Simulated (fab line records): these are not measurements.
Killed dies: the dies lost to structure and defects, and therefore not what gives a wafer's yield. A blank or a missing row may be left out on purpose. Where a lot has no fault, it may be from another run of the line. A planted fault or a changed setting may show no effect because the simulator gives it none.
fab line records	flow n5_finfet
record lots=7	wafers=39
route steps=1938 shown FIN_SAQP@120 DUMMY_GATE@246 SD_EPI_N@275
start_h: hours from the record's opening day to when the first of the lot's shown wafers began	wait_h: hours from the lot's prior step to this one	" the same as in the row above	L1.1+2: a row that stands for several wafers	- no value present, or no start provided	* or withheld: withheld	< > ~ a bound
route shown NAME@n: names a module that has steps shown in the file, with the first one's number in the route	usual: the fault-free wafers' mean and standard deviation	same: alike in all rows	chamber/n: place in a boat	sites: readings site by site	_std_site: standard deviation across them	_edge_site: inner sites' mean taken away from outer sites' mean	radius_mm: for every site, how far away it sits from the centre of the wafer	mask NAME#n: copy n	behind: the most recent tool/chamber to have shaped the wafer	hold: what put the lot on hold/how long, in hours/how the hold closed	device: names the non-switching transistor (n, p or np)	end of line: the tests these same wafers got at the end of their route	step lacking rows: just its recipe	killed: dies that structure and defects cost at the first sort, which is not the same as the wafer's yield	map: a wafer's dies, x killed, . not, _ none there
set.NAME: the setting that was run; set.NAME@STEP: the one run at that earlier step	model.NAME: the simulator's own value behind a step, which no gauge read
one table per step and one row per wafer, for lots whose settings were changed on purpose
## steps
# step N5_FIN_SAQP_MANDREL_ETCH_22
# recipe target_depth_a=600	chemistry=HBr/Cl2	target=a-Si	stop_on=SiNx	bt_time_s=10	over_etch_frac=0.5	time_s=30	pressure_mtorr=10	icp_w=800	bias_w=75	HBr_flow_sccm=150	Cl2_flow_sccm=80	ends=end_point
lot.wafer	tool	chamber	start_h	wait_h	set.target_depth_a	model.SOC_of_FIN_SAQP_COAT_49.thk_nm
L074.1+5	rie_si-05	3,1	21.92	0.0	600	76.6
L074.2	"	1	"	"	631.9	75.07
L074.3	"	0	"	"	600	76.56
L074.4	"	0	"	"	631.9	75.08
L074.6	"	3	"	"	631.9	75.45
L077.1	rie_si-04	1	40.67	0.0	600	75.93
L077.2	"	0	"	"	600	76.29
L077.3	"	2	"	"	600	75.87
L077.4	"	3	"	"	600	76.31
L077.5	"	1	"	"	600	75.86
L077.6	"	0	"	"	600	76.45
L078.1	rie_si-04	3	46.85	0.0	551.6	78.23
L078.2	"	2	"	"	600	75.84
L078.3	"	0	"	"	551.6	77.5
L078.4	"	1	"	"	551.6	77.59
L078.5	"	1	"	"	600	75.58
L078.6	"	2	"	"	600	75.93
L081.1	rie_si-06	0	64.48	0.0	600	76.06
L081.2	"	2	"	"	600	75.68
L081.3	"	1	"	"	600	76.2
L081.4	"	3	"	"	600	76.03
L081.5	"	3	"	"	600	76.24
L081.6	"	0	"	"	600	75.63
L086.3	rie_si-04	0	93.83	0.0	600	75.77
L086.4	"	2	"	"	600	75.71
L086.6	"	2	"	"	600	75.66
L090.1	rie_si-06	1	117.61	0.0	628.5	75.16
L090.2	"	3	"	"	600	76.24
L090.3	"	0	"	"	600	76.2
L090.4	"	2	"	"	628.5	74.97
L090.5	"	3	"	"	600	76.14
L090.6	"	0	"	"	628.5	74.55
L091.1	rie_si-05	1	124.38	0.0	657	73.51
L091.2	"	2	"	"	600	76.51
L091.3	"	3	"	"	657	74.03
L091.4	"	0	"	"	600	76.42
L091.5	"	2	"	"	657	74.7
L091.6	"	1	"	"	600	75.96
# step N5_DUMMY_GATE_ETCH_32
# recipe chemistry=CF4	target=SiO2	target_depth_a=35	time_s=3.9	ion_energy_ev=350	pressure_mtorr=10	icp_w=800	bias_w=400	cf4_flow_sccm=80
lot.wafer	tool	chamber	start_h	wait_h	set.time_s	model.etch.depth_nm
L074.1	rie_si-02	1	45.63	0.1	3.9	3.545
L074.2	"	0	"	"	3.04	2.661
L074.3	"	2	"	"	3.9	3.523
L074.4	"	3	"	"	3.04	2.683
L074.5	"	3	"	"	3.04	2.696
L074.6	"	0	"	"	3.9	3.429
L077.1	rie_si-02	3	66.10	0.1	3.9	3.476
L077.2	"	1	"	"	3.9	3.571
L077.3	"	2	"	"	3.371	3.045
L077.4	"	0	"	"	3.9	3.441
L077.5	"	0	"	"	3.371	2.957
L077.6	"	1	"	"	3.371	3.056
L078.1	rie_si-03	2	72.80	0.1	3.9	3.473
L078.2	"	0	"	"	3.013	2.642
L078.3	"	1	"	"	3.013	2.703
L078.4	"	3	"	"	3.9	3.399
L078.5	"	0	"	"	3.9	3.441
L078.6	"	3	"	"	3.013	2.627
L081.1	rie_si-02	2	88.62	0.1	3.9	3.489
L081.2	"	1	"	"	4.273	3.867
L081.3	"	0	"	"	3.9	3.39
L081.4	"	3	"	"	3.9	3.42
L081.5	"	0	"	"	4.273	3.728
L081.6	"	3	"	"	4.273	3.779
L086.3	rie_si-03	0	123.96	0.1	3.9	3.471
L086.4	"	2	"	"	3.9	3.511
L086.6	"	1	"	"	3.9	3.512
L090.1	rie_si-03	2	143.56	0.1	3.9	3.523
L090.2	"	3	"	"	3.9	3.451
L090.3	"	1	"	"	3.524	3.199
L090.4	"	0	"	"	3.524	3.155
L090.5	"	0	"	"	3.524	3.134
L090.6	"	3	"	"	3.9	3.472
L091.1	rie_si-01	0	151.86	0.1	3.9	3.449
L091.2	"	2	"	"	4.606	4.167
L091.3	"	3	"	"	3.9	3.394
L091.4	"	1	"	"	4.606	4.144
L091.5	"	1	"	"	4.606	4.191
L091.6	"	0	"	"	3.9	3.445
# step N5_SD_EPI_N_ETCH_35
# recipe chemistry=N2/H2	target=SOC	overetch_a=1080	mask_material=SiARC	temp_c=40	ion_energy_ev=100	source_w=3000	bias_w=133	pressure_mtorr=20	time_s=486	n2_flow_sccm=200	h2_flow_sccm=200
lot.wafer	tool	chamber	start_h	wait_h	set.time_s	model.SiARC_of_SD_EPI_N_COAT_33.thk_nm	model.SD_EPI_N.cd_nm
L074.1	rie_diel-02	1	47.34	0.0	486	20	119
L074.2	"	2	"	"	561.3	17.2	123
L074.3	"	0	"	"	561.3	17.4	122.8
L074.4	"	3	"	"	561.3	17	122.8
L074.5	"	1	"	"	486	19.8	119.6
L074.6	"	2	"	"	486	19.8	120.8
L077.1	rie_diel-05	0	67.90	0.0	416.7	21.6	117.4
L077.2	"	1	"	"	486	19.8	119.2
L077.3	"	2	"	"	486	19.8	119.4
L077.4	"	3	"	"	416.7	21.8	117.4
L077.5	"	3	"	"	486	19.4	119.8
L077.6	"	0	"	"	416.7	21.8	117.8
L078.1	rie_diel-03	2	74.45	0.0	486	20	119.6
L078.2	"	1	"	"	486	19.8	120.6
L078.3	"	0	"	"	486	20	119.4
L078.4	"	3	"	"	486	19.4	121
L078.5	"	1	"	"	486	20	120.6
L078.6	"	2	"	"	486	20.2	119
L081.1	rie_diel-02	0	91.38	0.0	431.3	21.4	115.6
L081.2	"	2	"	"	431.3	21.6	117.4
L081.3	"	1	"	"	486	20	118.2
L081.4	"	3	"	"	486	19.6	118.4
L081.5	"	0	"	"	486	19.8	119.4
L081.6	"	3	"	"	431.3	21.2	118
L086.3	rie_diel-02	1	125.78	0.0	486	20.2	118
L086.4	"	3	"	"	486	19.8	120.2
L086.6	"	0	"	"	486	20.2	117.8
L090.1	rie_diel-05	0	146.05	0.0	551.6	17.4	122.4
L090.2	"	2	"	"	551.6	18.2	121
L090.3	"	3	"	"	486	19.6	119.4
L090.4	"	1	"	"	486	19.8	119.2
L090.5	"	2	"	"	551.6	17.8	122
L090.6	"	3	"	"	486	19.8	120
L091.1	rie_diel-03	2	153.59	0.0	576.8	17	124
L091.2	"	3	"	"	486	19.8	121
L091.3	"	1	"	"	486	20	120
L091.4	"	2	"	"	576.8	17.2	124.4
L091.5	"	1	"	"	486	20.2	121.8
L091.6	"	3	"	"	576.8	17	125
# step N5_SD_EPI_N_ETCHBACK_44
# recipe chemistry=CH3F/O2	mode=anisotropic_etchback	target=SiNx	target_depth_a=145	stop_on=SiO2	over_etch_frac=0.3	ion_energy_ev=120	pressure_mtorr=30	source_w=395	bias_w=73	Ar_flow_sccm=150	CH3F_flow_sccm=30	O2_flow_sccm=20
lot.wafer	tool	chamber	start_h	wait_h	set.over_etch_frac	set.time_s@SD_EPI_N_ETCH_35	model.SiARC_of_SD_EPI_N_COAT_33.thk_nm
L074.1	rie_diel-02	1	47.67	0.0	0.2873	486	16.2
L074.2	"	2	"	"	0.2873	561.3	13.4
L074.3	"	0	"	"	0.3	561.3	13.6
L074.4	"	3	"	"	0.2873	561.3	13.2
L074.5	"	1	"	"	0.3	486	16.2
L074.6	"	2	"	"	0.3	486	16
L077.1+6	rie_diel-05	0	68.22	0.0	0.3	416.7	17.8
L077.2+3	"	1,2	"	"	0.3	486	16
L077.4	"	3	"	"	0.3	416.7	18
L077.5	"	3	"	"	0.3	486	15.6
L078.1	rie_diel-03	2	74.77	0.0	0.3	486	16.4
L078.2	"	1	"	"	0.3	486	16
L078.3+5	"	0,1	"	"	0.3	486	16.2
L078.4	"	3	"	"	0.3	486	15.6
L078.6	"	2	"	"	0.3	486	16.6
L081.1	rie_diel-02	0	91.70	0.0	0.3	431.3	17.6
L081.2	"	2	"	"	0.3	431.3	18
L081.3	"	1	"	"	0.3	486	16.2
L081.4	"	3	"	"	0.3	486	15.8
L081.5	"	0	"	"	0.3	486	16
L081.6	"	3	"	"	0.3	431.3	17.2
L086.3	rie_diel-02	1	126.10	0.0	0.3	486	16.6
L086.4	"	3	"	"	0.3	486	16
L086.6	"	0	"	"	0.3	486	16.4
L090.1	rie_diel-05	0	146.38	0.0	0.2852	551.6	13.6
L090.2	"	2	"	"	0.3	551.6	14.6
L090.3	"	3	"	"	0.2852	486	16
L090.4	"	1	"	"	0.3	486	16.2
L090.5	"	2	"	"	0.2852	551.6	14.2
L090.6	"	3	"	"	0.3	486	16
L091.1	rie_diel-03	2	153.92	0.0	0.2871	576.8	13.2
L091.2	"	3	"	"	0.2871	486	16.2
L091.3+5	"	1	"	"	0.3	486	16.4
L091.4	"	2	"	"	0.2871	576.8	13.4
L091.6	"	3	"	"	0.3	576.8	13.2
## key
split step=N5_FIN_SAQP_MANDREL_ETCH_22	setting=target_depth_a	stated=600	by=wafer
response step=N5_FIN_SAQP_MANDREL_ETCH_22	reading=model.SOC_of_FIN_SAQP_COAT_49.thk_nm	change=-0.246	per=1%	r=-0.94
split step=N5_DUMMY_GATE_ETCH_32	setting=time_s	stated=3.9	by=wafer
response step=N5_DUMMY_GATE_ETCH_32	reading=model.etch.depth_nm	change=+0.0366	per=1%	r=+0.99
split step=N5_SD_EPI_N_ETCH_35	setting=time_s	stated=486	by=wafer
response step=N5_SD_EPI_N_ETCH_35	reading=model.SiARC_of_SD_EPI_N_COAT_33.thk_nm	change=-0.154	per=1%	r=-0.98
response step=N5_SD_EPI_N_ETCH_35	reading=model.SD_EPI_N.cd_nm	change=+0.173	per=1%	r=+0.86
response step=N5_SD_EPI_N_ETCHBACK_44	reading=model.SiARC_of_SD_EPI_N_COAT_33.thk_nm	change=-0.156	per=1%	r=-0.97
split step=N5_SD_EPI_N_ETCHBACK_44	setting=over_etch_frac	stated=0.3	by=wafer
response none clear
